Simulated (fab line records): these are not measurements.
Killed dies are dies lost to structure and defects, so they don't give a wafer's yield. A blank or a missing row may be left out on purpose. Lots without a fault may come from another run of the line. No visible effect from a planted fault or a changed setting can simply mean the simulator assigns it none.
fab line records + flow n5Finfet
record
- lots=6
- wafers=16
- lastDay=19
route steps=1938 shown FIN_CUT@163 BEOL_M4@1111 PASSIVATION@1936
lots that met no fault: from a run of the same line without faults
startH: hours from the record's opening day to when the first of the lot's shown wafers began + waitH: hours since the lot's step before + " same as the row above + L1.1+2: one row covering several wafers at once + - either no value or no given start + * or withheld: withheld + < > ~ a bound
route shown NAME@n: a module of which the file shows steps, and the number in the route of the first + usual: mean/standard deviation taken from wafers without a fault + same: alike in all rows + chamber/n: place in a boat + sites: each site's reading + _std_site: their standard deviation + _edge_site: outer sites' mean less inner sites' + radiusMm: for every site, how far away it sits from the centre of the wafer + mask NAME#n: copy n + behind: the tool/chamber that last shaped the wafer + hold: why the lot went on hold/how many hours it stayed there/how the hold came to an end + device: the transistor (n, p or np) that didn't switch + end of line: the tests these same wafers got at the end of their route + where a step has no rows: the recipe by itself + killed: not the wafer's yield, but the dies lost to structure and defects at the first sort + map: dies across one wafer; x = killed, . = not, _ = none there
set.NAME: setting as actually run; set.NAME@STEP: the setting as run at that earlier step + model.NAME: the simulator's own value behind a step, which no gauge read
certain route steps with their lots: each step a table, each wafer a row
services: the hour from which a tool's chamber was out of use, counted from the record's first day as startH (under 0 if before that day), plus the number of hours and why
## steps
# step N5_FIN_CUT_CD_MEAS_08
# recipe
- targetCdNm=29.1
- landingEnergyEv=500
- detector=seInlens
- polarity=opening
# usual
- cdNm=29.06/0.23
| lot.wafer | tool     | chamber | startH | waitH | cdNm  |
|-----------|----------|---------|--------|-------|-------|
| L288.1    | cdSem-01 | 0       | 51.07  | -     | 28.83 |
| L288.2    | "        | 0       | "      | "     | 29.10 |
| L288.3    | "        | 0       | "      | "     | 29.27 |
| L290.1    | cdSem-02 | 0       | 63.35  | -     | 29.28 |
| L290.2    | "        | 0       | "      | "     | 29.12 |
| L290.6    | "        | 0       | "      | "     | 29.38 |
| L300.3    | cdSem-02 | 0       | 122.28 | -     | 29.00 |
| L300.5    | "        | 0       | "      | "     | 29.20 |
| L304.2    | cdSem-02 | 0       | 148.08 | -     | 29.03 |
| L304.4    | "        | 0       | "      | "     | 28.94 |
| L306.2    | cdSem-02 | 0       | 158.44 | -     | 29.13 |
| L306.4    | "        | 0       | "      | "     | 29.21 |
| L306.6    | "        | 0       | "      | "     | 28.92 |
| L307.1    | cdSem-02 | 0       | 166.04 | -     | 29.77 |
| L307.2    | "        | 0       | "      | "     | 29.34 |
| L307.6    | "        | 0       | "      | "     | 29.08 |
# step N5_FIN_CUT_OVL_MEAS_09
# recipe
- pointsPerWafer=522
# usual
- FIN_CUT_OVL=0.3/0.58
| lot.wafer | tool       | chamber | startH | waitH | FIN_CUT_OVL[nm] |
|-----------|------------|---------|--------|-------|-----------------|
| L288.1    | overlay-02 | 0       | 51.10  | 0.0   | 0.3             |
| L288.2    | "          | 0       | "      | "     | -0.4            |
| L288.3    | "          | 0       | "      | "     | 0.8             |
| L290.1    | overlay-01 | 0       | 63.38  | 0.0   | 0.5             |
| L290.2    | "          | 0       | "      | "     | -0.3            |
| L290.6    | "          | 0       | "      | "     | 0.9             |
| L300.3    | overlay-02 | 0       | 122.32 | 0.0   | 0.3             |
| L300.5    | "          | 0       | "      | "     | -0.2            |
| L304.2    | overlay-01 | 0       | 148.11 | 0.0   | 0.6             |
| L304.4    | "          | 0       | "      | "     | -0.4            |
| L306.2    | overlay-02 | 0       | 158.47 | 0.0   | 0.5             |
| L306.4    | "          | 0       | "      | "     | -0.1            |
| L306.6    | "          | 0       | "      | "     | 0.3             |
| L307.1    | overlay-01 | 0       | 166.07 | 0.0   | -0.3            |
| L307.2    | "          | 0       | "      | "     | 1.0             |
| L307.6    | "          | 0       | "      | "     | 0.4             |
# step N5_FIN_CUT_INSPECT_10
# recipe
- mode=adi
- inspectInstrument=brightfield
# usual
- rawDefectCount=44/13
| lot.wafer | tool             | chamber | startH | waitH | rawDefectCount |
|-----------|------------------|---------|--------|-------|----------------|
| L288.1    | defectInspect-02 | -       | 51.16  | 0.1   | 34             |
| L288.2    | "                | -       | "      | "     | 87             |
| L288.3    | "                | -       | "      | "     | 56             |
| L290.1    | defectInspect-02 | -       | 63.44  | 0.1   | 48             |
| L290.2    | "                | -       | "      | "     | 43             |
| L290.6    | "                | -       | "      | "     | 46             |
| L300.3    | defectInspect-02 | -       | 122.37 | 0.0   | 28             |
| L300.5    | "                | -       | "      | "     | 29             |
| L304.2    | defectInspect-01 | -       | 148.17 | 0.0   | 33             |
| L304.4    | "                | -       | "      | "     | 27             |
| L306.2    | defectInspect-01 | -       | 158.53 | 0.0   | 51             |
| L306.4    | "                | -       | "      | "     | 26             |
| L306.6    | "                | -       | "      | "     | 30             |
| L307.1    | defectInspect-01 | -       | 166.13 | 0.1   | 62             |
| L307.2    | "                | -       | "      | "     | 53             |
| L307.6    | "                | -       | "      | "     | 41             |
# step N5_FIN_CUT_DESCUM_13
# recipe
- chemistry=O2
- timeS=7
- sourcePowerW=50
- biasPowerW=20
- pressureMtorr=20
- rfFrequencyHz=2.712e+07
- tempC=40
- resist=CAR-EUV
- o2FlowSccm=225
# usual
- biasPowerW=20.01/0.061
- drypumpMotorCurrentA=5.5/0.57
- oesProductAu=0.78/0.073
- rfVppV=242.7/1.3
- showerheadPlenumPTorr=2.06/0.058
- throttleValvePct=20.46/0.15
# same
- timeS=7
| lot.wafer | tool       | chamber | startH | waitH | biasPowerW | drypumpMotorCurrentA | oesProductAu | rfHoursCounterH | rfVppV | showerheadPlenumPTorr | throttleValvePct |
|-----------|------------|---------|--------|-------|------------|----------------------|--------------|-----------------|--------|-----------------------|------------------|
| L288.1    | rieDiel-04 | 2       | 51.19  | 0.0   | 19.96      | 4.7                  | 0.73         | 176             | 241.4  | 1.99                  | 20.34            |
| L288.2    | "          | 3       | "      | "     | 19.98      | 6.4                  | 0.80         | 106             | 244.6  | 2.09                  | 20.45            |
| L288.3    | "          | 1       | "      | "     | 20.08      | 5.7                  | 0.84         | 98              | 243.8  | 2.12                  | 20.47            |
| L290.1    | rieDiel-04 | 0       | 63.47  | 0.0   | 19.95      | 5.3                  | 0.71         | 242             | 244.1  | 2.11                  | 20.44            |
| L290.2    | "          | 1       | "      | "     | 20.02      | 5.6                  | 0.83         | 103             | 243.4  | 2.11                  | 20.48            |
| L290.6    | "          | 3       | "      | "     | 19.99      | 6.4                  | 0.79         | -               | 243.9  | 2.08                  | 20.44            |
| L300.3    | rieDiel-03 | 1       | 122.56 | 0.2   | 19.94      | 5.6                  | 0.74         | 180             | 243.7  | 2.10                  | 20.72            |
| L300.5    | "          | 2       | "      | "     | 20.07      | 5.0                  | 0.83         | -               | 244.1  | 2.10                  | 20.30            |
| L304.2    | rieDiel-01 | 0       | 148.20 | 0.0   | 19.95      | 5.3                  | 0.69         | 256             | 242.1  | 1.97                  | 20.86            |
| L304.4    | "          | 1       | "      | "     | 20.04      | 5.1                  | 0.75         | -               | 240.4  | 1.99                  | 20.76            |
| L306.2    | rieDiel-04 | 1       | 158.56 | 0.0   | 19.96      | 5.6                  | 0.81         | 130             | 243.1  | 2.10                  | 20.52            |
| L306.4    | "          | 3       | "      | "     | 20.04      | 6.4                  | 0.76         | -               | 244.0  | 2.07                  | 20.50            |
| L306.6    | "          | 1       | "      | "     | 19.96      | 5.6                  | 0.81         | -               | 244.0  | 2.10                  | 20.52            |
| L307.1    | rieDiel-04 | 2       | 166.20 | 0.1   | 20.03      | 4.7                  | 0.71         | 204             | 241.0  | 1.99                  | 20.37            |
| L307.2    | "          | 1       | "      | "     | 20.04      | 5.6                  | 0.80         | 134             | 243.0  | 2.10                  | 20.52            |
| L307.6    | "          | 2       | "      | "     | 19.98      | 4.7                  | 0.71         | -               | 241.7  | 1.99                  | 20.38            |
# step N5_FIN_CUT_ETCH_30
# recipe
- chemistry=N2/H2
- target=underlayer
- targetDepthA=130
- maskMaterial=CAR-EUV
- timeS=10.4
- ionEnergyEv=200
- pressureMtorr=30
- sourceW=840
- biasW=150
- n2FlowSccm=200
- h2FlowSccm=200
- ends=cleared
# usual
- drypumpMotorCurrentA=5.5/0.57
- etchRfOnTimeS=10.4/0.32
- oesProductAu=0.66/0.064
- rfVppV=523.1/2.2
- showerheadPlenumPTorr=2.52/0.07
- throttleValvePct=17.95/0.2
| lot.wafer | tool       | chamber | startH | waitH | drypumpMotorCurrentA | etchRfOnTimeS | oesProductAu | rfHoursCounterH | rfVppV | showerheadPlenumPTorr | throttleValvePct |
|-----------|------------|---------|--------|-------|----------------------|---------------|--------------|-----------------|--------|-----------------------|------------------|
| L288.1    | rieDiel-04 | 2       | 51.23  | 0.0   | 4.7                  | 10.9          | 0.61         | 176             | 519.2  | 2.45                  | 17.96            |
| L288.2    | "          | 3       | "      | "     | 6.4                  | 10.1          | 0.68         | 106             | 525.3  | 2.58                  | 18.17            |
| L288.3    | "          | 1       | "      | "     | 5.7                  | 10.2          | 0.72         | 98              | 525.0  | 2.55                  | 17.72            |
| L290.1    | rieDiel-04 | 0       | 63.51  | 0.0   | 5.3                  | 10.0          | 0.61         | 242             | 526.0  | 2.61                  | 18.16            |
| L290.2    | "          | 1       | "      | "     | 5.6                  | 10.1          | 0.71         | 103             | 523.0  | 2.55                  | 17.71            |
| L290.6    | "          | 3       | "      | "     | 6.4                  | 10.1          | 0.68         | -               | 524.7  | 2.58                  | 18.16            |
| L300.3    | rieDiel-03 | 1       | 122.60 | 0.0   | 5.6                  | 10.0          | 0.64         | 180             | 523.2  | 2.53                  | 18.11            |
| L300.5    | "          | 2       | "      | "     | 5.1                  | 10.4          | 0.71         | -               | 524.2  | 2.58                  | 17.82            |
| L304.2    | rieDiel-01 | 0       | 148.23 | 0.0   | 5.3                  | 10.6          | 0.58         | 256             | 519.8  | 2.39                  | 18.20            |
| L304.4    | "          | 1       | "      | "     | 5.0                  | 10.7          | 0.63         | -               | 520.9  | 2.42                  | 18.16            |
| L306.2    | rieDiel-04 | 1       | 158.60 | 0.0   | 5.7                  | 10.3          | 0.68         | 130             | 525.5  | 2.54                  | 17.77            |
| L306.4    | "          | 3       | "      | "     | 6.5                  | 10.3          | 0.65         | -               | 525.7  | 2.56                  | 18.21            |
| L306.6    | "          | 1       | "      | "     | 5.7                  | 10.4          | 0.68         | -               | 524.5  | 2.54                  | 17.76            |
| L307.1    | rieDiel-04 | 2       | 166.24 | 0.0   | 4.8                  | 10.8          | 0.60         | 204             | 520.1  | 2.44                  | 18.03            |
| L307.2    | "          | 1       | "      | "     | 5.6                  | 10.2          | 0.68         | 134             | 525.0  | 2.53                  | 17.75            |
| L307.6    | "          | 2       | "      | "     | 4.7                  | 10.9          | 0.60         | -               | 521.6  | 2.44                  | 18.00            |
# step N5_FIN_CUT_ETCH_20
# recipe
- chemistry=CF4
- target=SiARC
- targetDepthA=260
- maskMaterial=CAR-EUV
- timeS=43.3
- ionEnergyEv=80
- pressureMtorr=40
- sourceW=545
- biasW=36
- Ar_flow_sccm=100
- cf4FlowSccm=100
- ends=cleared
# usual
- drypumpMotorCurrentA=5.5/0.56
- etchRfOnTimeS=43.4/1.2
- oesProductAu=0.66/0.063
- rfVppV=183.8/1.2
- showerheadPlenumPTorr=2.11/0.067
- throttleValvePct=15.65/0.17
| lot.wafer | tool       | chamber | startH | waitH | drypumpMotorCurrentA | etchRfOnTimeS | oesProductAu | rfHoursCounterH | rfVppV | showerheadPlenumPTorr | throttleValvePct |
|-----------|------------|---------|--------|-------|----------------------|---------------|--------------|-----------------|--------|-----------------------|------------------|
| L288.1    | rieDiel-04 | 2       | 51.25  | 0.0   | 4.7                  | 45.1          | 0.61         | 176             | 183.6  | 2.02                  | 15.40            |
| L288.2    | "          | 3       | "      | "     | 6.4                  | 42.0          | 0.69         | 106             | 185.5  | 2.14                  | 15.63            |
| L288.3    | "          | 1       | "      | "     | 5.6                  | 42.8          | 0.71         | 99              | 184.7  | 2.16                  | 15.60            |
| L290.1    | rieDiel-04 | 0       | 63.53  | 0.0   | 5.3                  | 42.2          | 0.62         | 242             | 184.6  | 2.19                  | 15.96            |
| L290.2    | "          | 1       | "      | "     | 5.7                  | 43.1          | 0.71         | 103             | 185.2  | 2.16                  | 15.59            |
| L290.6    | "          | 3       | "      | "     | 6.4                  | 41.8          | 0.68         | -               | 183.9  | 2.14                  | 15.65            |
| L300.3    | rieDiel-03 | 1       | 122.62 | 0.0   | 5.6                  | 42.1          | 0.64         | 180             | 183.5  | 2.13                  | 15.85            |
| L300.5    | "          | 2       | "      | "     | 5.1                  | 42.9          | 0.72         | -               | 182.7  | 2.18                  | 15.67            |
| L304.2    | rieDiel-01 | 0       | 148.25 | 0.0   | 5.3                  | 44.1          | 0.57         | 256             | 182.7  | 2.01                  | 15.95            |
| L304.4    | "          | 1       | "      | "     | 5.1                  | 45.6          | 0.63         | -               | 183.2  | 2.06                  | 15.88            |
| L306.2    | rieDiel-04 | 1       | 158.61 | 0.0   | 5.6                  | 43.3          | 0.68         | 130             | 183.0  | 2.15                  | 15.65            |
| L306.4    | "          | 3       | "      | "     | 6.4                  | 42.3          | 0.65         | -               | 184.4  | 2.13                  | 15.70            |
| L306.6    | "          | 1       | "      | "     | 5.6                  | 43.6          | 0.68         | -               | 184.7  | 2.15                  | 15.68            |
| L307.1    | rieDiel-04 | 2       | 166.26 | 0.0   | 4.7                  | 44.3          | 0.60         | 204             | 183.1  | 2.01                  | 15.45            |
| L307.2    | "          | 1       | "      | "     | 5.7                  | 43.4          | 0.68         | 134             | 183.3  | 2.15                  | 15.67            |
| L307.6    | "          | 2       | "      | "     | 4.7                  | 44.4          | 0.60         | -               | 182.1  | 2.01                  | 15.45            |
# step N5_FIN_CUT_ETCH_21
# recipe
- chemistry=N2/H2
- target=SOC
- targetDepthA=2190
- overetchA=438
- maskMaterial=SiARC
- tempC=40
- ionEnergyEv=100
- biasW=61
- timeS=523.5
- pressureMtorr=30
- sourceW=850
- n2FlowSccm=200
- h2FlowSccm=200
# step N5_FIN_CUT_STRIP_23
# recipe
- chemistry=N2/H2
- tempC=40
- n2FlowSccm=200
- h2FlowSccm=200
- rfFrequencyHz=6e+07
# step N5_FIN_CUT_STRIP_31
# recipe
- chemistry=N2/H2
- tempC=40
- n2FlowSccm=200
- h2FlowSccm=200
- rfFrequencyHz=6e+07
# step N5_FIN_CUT_STRIP_24
# recipe
- chemistry=CF4
- resist=SiARC
- powerW=300
- biasPowerW=75
- pressureMtorr=50
- cf4FlowSccm=150
- rfFrequencyHz=6e+07
# step N5_FIN_CUT_CUT_ETCH_26
# recipe
- chemistry=CH3F/O2
- target=SiNx
- targetDepthA=390
- maskMaterial=SOC
- timeS=55.7
- pressureMtorr=30
- sourceW=395
- biasW=73
- Ar_flow_sccm=150
- CH3F_flow_sccm=30
- O2_flow_sccm=20
- ionEnergyEv=120
# step N5_FIN_CUT_CUT_ETCH_27
# recipe
- chemistry=CHF3/O2
- target=SiO2
- targetDepthA=40
- maskMaterial=SOC
- overetchA=20
- timeS=4.9
- pressureMtorr=30
- sourceW=650
- biasW=170
- Ar_flow_sccm=200
- CHF3_flow_sccm=50
- O2_flow_sccm=5
- ionEnergyEv=200
# usual
- drypumpMotorCurrentA=5.5/0.56
- oesProductAu=0.61/0.056
- rfVppV=523/12
- showerheadPlenumPTorr=2.38/0.077
- throttleValvePct=18.87/0.18
# same
- timeS=4.9
| lot.wafer | tool       | chamber | startH | waitH | drypumpMotorCurrentA | oesProductAu | rfHoursCounterH | rfVppV | showerheadPlenumPTorr | throttleValvePct |
|-----------|------------|---------|--------|-------|----------------------|--------------|-----------------|--------|-----------------------|------------------|
| L288.1    | rieDiel-04 | 2       | 51.68  | 0.0   | 4.7                  | 0.59         | 176             | 507    | 2.27                  | 18.60            |
| L288.2    | "          | 3       | "      | "     | 6.4                  | 0.63         | 106             | 518    | 2.42                  | 18.93            |
| L288.3    | "          | 1       | "      | "     | 5.7                  | 0.65         | 99              | 535    | 2.42                  | 18.76            |
| L290.1    | rieDiel-04 | 0       | 63.95  | 0.0   | 5.3                  | 0.56         | 242             | 537    | 2.48                  | 19.20            |
| L290.2    | "          | 1       | "      | "     | 5.6                  | 0.65         | 104             | 534    | 2.41                  | 18.76            |
| L290.6    | "          | 3       | "      | "     | 6.4                  | 0.62         | -               | 515    | 2.42                  | 18.94            |
| L300.3    | rieDiel-03 | 1       | 123.05 | 0.0   | 5.6                  | 0.59         | 181             | 532    | 2.38                  | 18.96            |
| L300.5    | "          | 2       | "      | "     | 5.1                  | 0.66         | -               | 517    | 2.45                  | 18.88            |
| L304.2    | rieDiel-01 | 0       | 148.68 | 0.0   | 5.3                  | 0.53         | 257             | 535    | 2.24                  | 19.03            |
| L304.4    | "          | 1       | "      | "     | 5.1                  | 0.60         | -               | 529    | 2.34                  | 19.28            |
| L306.2    | rieDiel-04 | 1       | 159.04 | 0.0   | 5.6                  | 0.63         | 131             | 533    | 2.40                  | 18.82            |
| L306.4    | "          | 3       | "      | "     | 6.4                  | 0.60         | -               | 516    | 2.41                  | 18.97            |
| L306.6    | "          | 1       | "      | "     | 5.6                  | 0.63         | -               | 534    | 2.40                  | 18.81            |
| L307.1    | rieDiel-04 | 2       | 166.69 | 0.0   | 4.7                  | 0.56         | 204             | 508    | 2.26                  | 18.64            |
| L307.2    | "          | 1       | "      | "     | 5.7                  | 0.63         | 134             | 533    | 2.40                  | 18.80            |
| L307.6    | "          | 2       | "      | "     | 4.7                  | 0.57         | -               | 506    | 2.26                  | 18.64            |
# step N5_FIN_CUT_PRECLEAN_35
# recipe
- timeS=13.3
- tempC=45
- pressureTorr=125
- pHfTorr=3
- pCoreactantTorr=25
- chemistry=vHF
# usual
- drypumpMotorCurrentA=5.73/0.21
- timeS=13.3/0
| lot.wafer | tool         | chamber | startH | waitH | drypumpMotorCurrentA | timeS  |
|-----------|--------------|---------|--------|-------|----------------------|--------|
| L288.1    | vaporEtch-01 | 0       | 51.74  | 0.0   | 5.77                 | 13.3   |
| L288.2    | "            | 1       | "      | "     | 5.77                 | 13.3   |
| L288.3    | "            | 1       | "      | "     | 5.78                 | 13.3   |
| L290.1    | vaporEtch-02 | 1       | 64.02  | 0.0   | 5.93                 | 13.3   |
| L290.2    | "            | 0       | "      | "     | 5.24                 | 13.3   |
| L290.6    | "            | 0       | "      | "     | 5.23                 | 13.3   |
| L300.3    | vaporEtch-02 | 0       | 123.13 | 0.1   | 5.22                 | 11.284 |
| L300.5    | "            | 0       | "      | "     | 5.24                 | 13.3   |
| L304.2    | vaporEtch-02 | 1       | 148.75 | 0.0   | 5.92                 | 11.284 |
| L304.4    | "            | 0       | "      | "     | 5.20                 | 13.3   |
| L306.2    | vaporEtch-01 | 1       | 159.11 | 0.0   | 5.79                 | 13.3   |
| L306.4    | "            | 0       | "      | "     | 5.81                 | 13.3   |
| L306.6    | "            | 1       | "      | "     | 5.79                 | 13.3   |
| L307.1    | vaporEtch-01 | 0       | 166.76 | 0.0   | 5.79                 | 13.3   |
| L307.2    | "            | 1       | "      | "     | 5.77                 | 13.3   |
| L307.6    | "            | 0       | "      | "     | 5.80                 | 13.3   |
# step N5_FIN_CUT_CUT_ETCH_15
# recipe
- chemistry=HBr/Cl2/O2
- target=Si
- targetDepthA=1000
- btTimeS=10
- maskMaterial=SOC
- timeS=42.4
- ionEnergyEv=*
- biasW=*
- pressureMtorr=10
- icpW=800
- HBr_flow_sccm=150
- Cl2_flow_sccm=80
- O2_flow_sccm=12
# usual
- drypumpMotorCurrentA=5.6/0.46
- oesProductAu=1.004/0.014
- throttleValvePct=36.9/0.32
# same
- timeS=42.4
| lot.wafer | tool     | chamber | startH | waitH | drypumpMotorCurrentA | oesProductAu | rfHoursCounterH | throttleValvePct |
|-----------|----------|---------|--------|-------|----------------------|--------------|-----------------|------------------|
| L288.1    | rieSi-04 | 0       | 51.82  | 0.1   | 5.6                  | 1.027        | 164             | 37.1             |
| L288.2    | "        | 1       | "      | "     | 5.2                  | 0.984        | 71              | 37.3             |
| L288.3    | "        | 2       | "      | "     | 5.0                  | 1.019        | 194             | 36.9             |
| L290.1    | rieSi-05 | 0       | 64.10  | 0.1   | 5.4                  | 0.990        | 93              | 37.4             |
| L290.2    | "        | 2       | "      | "     | 5.1                  | 1.006        | 76              | 36.3             |
| L290.6    | "        | 1       | "      | "     | 5.2                  | 0.997        | -               | 36.9             |
| L300.3    | rieSi-05 | 1       | 123.19 | 0.0   | 5.2                  | 1.015        | 180             | 36.9             |
| L300.5    | "        | 2       | "      | "     | 5.1                  | 1.006        | -               | 36.3             |
| L304.2    | rieSi-04 | 3       | 148.83 | 0.1   | 5.7                  | 1.013        | 7               | 36.6             |
| L304.4    | "        | 0       | "      | "     | 5.7                  | 1.018        | 166             | 37.1             |
| L306.2    | rieSi-05 | 3       | 159.19 | 0.1   | 6.3                  | 0.997        | 127             | 36.9             |
| L306.4    | "        | 0       | "      | "     | 5.4                  | 1.004        | 95              | 37.4             |
| L306.6    | "        | 0       | "      | "     | 5.5                  | 1.000        | -               | 37.4             |
| L307.1    | rieSi-05 | 0       | 166.84 | 0.1   | 5.4                  | 0.998        | 95              | 37.4             |
| L307.2    | "        | 2       | "      | "     | 5.1                  | 1.001        | 78              | 36.3             |
| L307.6    | "        | 0       | "      | "     | 5.5                  | 1.003        | -               | 37.4             |
# step N5_BEOL_M4_RC_MEAS_101
# usual
- DIBL_N=36.5/2.2
- DIBL_P=36.9/2.9
- IOFF_N=0.17/0.044
- IOFF_P=0.22/0.052
- ION_N=671/16
- ION_P=461/10
- SS_N=71.6/0.73
- SS_P=73.5/0.79
- VT_N=250/4.1
- VT_P=-250/4.1
| lot.wafer | tool      | chamber | startH | waitH | DIBL_N[mV/V] | DIBL_P[mV/V] | IOFF_N[nA/um] | IOFF_P[nA/um] | ION_N[uA/um] | ION_P[uA/um] | SS_N[mV/dec] | SS_P[mV/dec] | VT_N[mV] | VT_P[mV] |
|-----------|-----------|---------|--------|-------|--------------|--------------|---------------|---------------|--------------|--------------|--------------|--------------|----------|----------|
| L288.1    | prober-02 | 0       | 209.09 | 0.0   | 38.2         | 39.6         | 0.18          | 0.26          | 680          | 466          | 72.3         | 73.7         | 249      | -248     |
| L288.2    | "         | 0       | "      | "     | 34.1         | 35.2         | 0.11          | 0.19          | 649          | 460          | 71.7         | 72.8         | 255      | -250     |
| L288.3    | "         | 0       | "      | "     | 31.5         | 31.4         | 0.08          | 0.13          | 641          | 446          | 70.0         | 71.7         | 259      | -254     |
| L290.1    | prober-01 | 0       | 212.77 | 0.0   | 36.6         | 36.5         | 0.19          | 0.21          | 668          | 452          | 73.5         | 74.4         | 247      | -251     |
| L290.2    | "         | 0       | "      | "     | 28.8         | 27.5         | 0.08          | 0.10          | 642          | 442          | 70.4         | 72.3         | 257      | -261     |
| L290.6    | "         | 0       | "      | "     | 36.4         | 36.8         | 0.19          | 0.22          | 665          | 454          | 72.6         | 74.2         | 247      | -250     |
| L300.3    | prober-02 | 0       | 287.28 | 0.3   | 35.0         | 33.6         | 0.13          | 0.18          | 681          | 466          | 71.2         | 72.6         | 251      | -250     |
| L300.5    | "         | 0       | "      | "     | 36.3         | 35.6         | 0.17          | 0.21          | 690          | 476          | 71.6         | 73.1         | 248      | -251     |
| L304.2    | prober-02 | 0       | 315.73 | 0.2   | 35.1         | 34.2         | 0.16          | 0.24          | 682          | 478          | 71.1         | 72.9         | 251      | -243     |
| L304.4    | "         | 0       | "      | "     | 37.0         | 37.2         | 0.19          | 0.28          | 690          | 481          | 71.4         | 74.3         | 248      | -241     |
| L306.2    | prober-01 | 0       | 317.98 | 0.2   | 39.2         | 40.9         | 0.21          | 0.29          | 694          | 475          | 72.2         | 74.2         | 245      | -246     |
| L306.4    | "         | 0       | "      | "     | 36.9         | 36.9         | 0.14          | 0.21          | 658          | 456          | 71.6         | 73.0         | 253      | -251     |
| L306.6    | "         | 0       | "      | "     | 37.1         | 37.6         | 0.17          | 0.21          | 679          | 466          | 72.3         | 73.8         | 248      | -251     |
| L307.1    | prober-01 | 0       | 340.34 | 0.0   | 39.0         | 41.7         | 0.23          | 0.29          | 690          | 480          | 73.1         | 74.8         | 244      | -245     |
| L307.2    | "         | 0       | "      | "     | 36.1         | 36.9         | 0.15          | 0.20          | 665          | 458          | 72.1         | 73.8         | 252      | -250     |
| L307.6    | "         | 0       | "      | "     | 36.4         | 37.6         | 0.15          | 0.21          | 662          | 450          | 71.4         | 73.3         | 248      | -250     |
# step N5_PASSIVATION_PROBE_49
# usual
- defectLimitedYield=91.3/1.4
- killed_at_M0_to_M3=36/10
- killed_at_M4_up=13/5.4
- killedAtContacts=12/5.3
- killedAtFrontEnd=39/10
- killedAtOther=3.2/2.7
- killedDies=103/16
- killedOpen=68/13
- killedShort=33/6.6
- sort_bin_5_function=5.1/0.92
- sort_bin_6_memory=3.3/0.68
- sort_bin_8_speed=0.1/0.41
- sortNPass=1077/17
- sortYieldPct=91.2/1.4
# same
- grossDies=1180
- killedAtBackSide=0
- sort_bin_4_leakage[%]=0
| lot.wafer | tool      | chamber | startH | waitH | defectLimitedYield[%] | killed_at_M0_to_M3 | killed_at_M4_up | killedAtContacts | killedAtFrontEnd | killedAtOther | killedDies | killedOpen | killedShort | sort_bin_5_function[%] | sort_bin_6_memory[%] | sort_bin_8_speed[%] | sortNPass | sortYieldPct[%] |
|-----------|-----------|---------|--------|-------|-----------------------|--------------------|-----------------|------------------|------------------|---------------|------------|------------|-------------|------------------------|----------------------|---------------------|-----------|-----------------|
| L300.3    | prober-02 | -       | 395.78 | 0.5   | 91.4                  | 33                 | 18              | 5                | 45               | 0             | 101        | 55         | 42          | 5.8                    | 2.2                  | 0                   | 1079      | 91.4            |
| L300.5    | prober-02 | -       | 395.88 | 0.6   | 94.5                  | 20                 | 10              | 6                | 27               | 2             | 65         | 45         | 19          | 3.6                    | 1.7                  | 0                   | 1115      | 94.5            |
# killed by level:class
L300.3 FIN_SAQP:geometricParticle:short=16 FIN_SAQP:geometricParticle:open=9 BEOL_M1:geometricParticle:open=7 BEOL_M2:geometricParticle:open=7 BEOL_M3:geometricParticle:open=7 BEOL_M4:geometricParticle:open=5 BEOL_M0_SAQP:geometricParticle:short=4 DUMMY_GATE:geometricParticle:open=3
L300.5 BEOL_M1:geometricParticle:open=8 STARTING-WAFER:geometricParticle:short=6 MOL_CONTACT_COAG:geometricParticle:open=5 BEOL_M4:geometricParticle:open=5 DUMMY_GATE:geometricParticle:open=4 STARTING-WAFER:geometricParticle:open=4 FIN_SAQP:geometricParticle:short=3 FIN_SAQP:geometricParticle:open=3
## services
| tool         | chamber | startH | hours | kind                         |
|--------------|---------|--------|-------|------------------------------|
| vaporEtch-01 | 0       | 32.22  | 18.8  | repair                       |
| rieDiel-04   | -       | 52.58  | 0.2   | repair                       |
| rieDiel-03   | 0       | 55.84  | 5.4   | repair                       |
| vaporEtch-01 | -       | 62.01  | 0.3   | repair                       |
| rieSi-04     | -       | 91.00  | 14.6  | pm                           |
| rieDiel-03   | 0       | 92.95  | -     | clean                        |
| rieDiel-03   | 0       | 92.95  | -     | consumableReplace:focusRing  |
| rieDiel-03   | 0       | 92.95  | -     | consumableReplace:showerhead |
| rieDiel-03   | 0       | 92.95  | 12.8  | scheduledDown                |
| rieDiel-03   | 0       | 92.95  | 12.8  | ventCycle                    |
| rieDiel-04   | 0       | 93.96  | -     | clean                        |
| rieDiel-04   | 0       | 93.96  | -     | consumableReplace:focusRing  |
| rieDiel-04   | 0       | 93.96  | 15.1  | scheduledDown                |
| rieDiel-04   | 0       | 93.96  | 15.1  | ventCycle                    |
| rieDiel-04   | 2       | 96.27  | 15.7  | repair                       |
| rieSi-05     | 2       | 98.46  | 6.1   | repair                       |
| rieDiel-01   | 2       | 99.32  | -     | clean                        |
| rieDiel-01   | 2       | 99.32  | -     | consumableReplace:focusRing  |
| rieDiel-01   | 2       | 99.32  | 21.5  | scheduledDown                |
| rieDiel-01   | 2       | 99.32  | 21.5  | ventCycle                    |
| rieDiel-01   | 3       | 128.89 | -     | clean                        |
| rieSi-05     | -       | 133.79 | 0.1   | repair                       |
| rieDiel-04   | -       | 136.35 | 1.1   | repair                       |
| rieDiel-04   | 0       | 152.81 | 8.1   | repair                       |
## key
firstSign
- step=N5_FIN_CUT_PRECLEAN_35
- reading=timeS
- direction=down
- sigmas=99+
- usual=*
- struck=*
effect none on later readings
metAt N5_FIN_CUT_PRECLEAN_35
struckWafers L300.3,L304.2
onsetBetween 64.02 123.13
fault
- kind=processParameterDrift
- tool=vaporEtch-02
- chamber=-
- onsetH=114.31
- steps=N5_FIN_CUT_PRECLEAN_35
- channel=timeS
- offset=*
- shape=step
- endH=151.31
- scope=struckWafersOnly
- stated=*
